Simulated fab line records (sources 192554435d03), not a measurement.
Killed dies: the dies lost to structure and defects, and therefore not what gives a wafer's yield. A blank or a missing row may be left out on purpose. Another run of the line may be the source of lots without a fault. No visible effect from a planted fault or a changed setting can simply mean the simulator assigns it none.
Chamber matching ; flow n5Finfet ; 4 sister chambers for N5_BEOL_M8_ALD_77 on aldMetal-01
The step deposits TaN, target thk 2 nm, pulse time 2 s, purge time 3 s. 14 wafers are shown with their chamber, then 7 later ones without.

WAFERS, EACH WITH ITS CHAMBER
wafer;chamber;heaterPowerW (W);heaterPowerOuterW (W)
L074.1;3;372;223
L074.3;2;401;201
L074.5;0;441;253
L075.2;3;380;224
L075.4;0;434;250
L075.6;1;436;238
L081.1;2;406;207
L081.5;0;438;247
L081.6;1;431;238
L084.1;0;440;249
L084.3;3;372;221
L084.4;2;404;202
L090.2;0;444;249
L090.4;1;436;250

SIGNATURES (averages over the wafers above)
reading;chamber 0;chamber 1;chamber 2;chamber 3;scatter within a chamber
heaterPowerW;439.40;434.33;403.67;374.67;3.57
heaterPowerOuterW;249.60;242.00;203.33;222.67;3.75
Rule: a wafer's distance from a chamber is the root of the sum, over the readings, of the square of ((its reading less the chamber's mean) divided by the reading's scatter). The wafer belongs to the nearest chamber; if the next one is less than 2 further off, it can't be placed. How the scatter is found: for the shown wafers, subtract from each reading the mean of its chamber, square and add these, divide the total by (wafers less chambers), then take the root.

WAFERS WHOSE CHAMBER IS MISSING
wafer;heaterPowerW (W);heaterPowerOuterW (W)
L090.6;378;219
L093.1;375;223
L093.2;415;200
L093.3;446;243
L095.1;397;206
L095.3;441;243
L095.6;446;245

EACH ONE'S CHAMBER
wafer;from the rows above;in truth
L090.6;3;3
L093.1;3;3
L093.2;2;2
L093.3;can't be placed: 0 or 1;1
L095.1;2;2
L095.3;can't be placed: 0 or 1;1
L095.6;can't be placed: 0 or 1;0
Placed correctly: 4 of 7. Can't be placed from these rows: 3 (the true chamber is among the candidates in 3). Wrongly placed: 0.
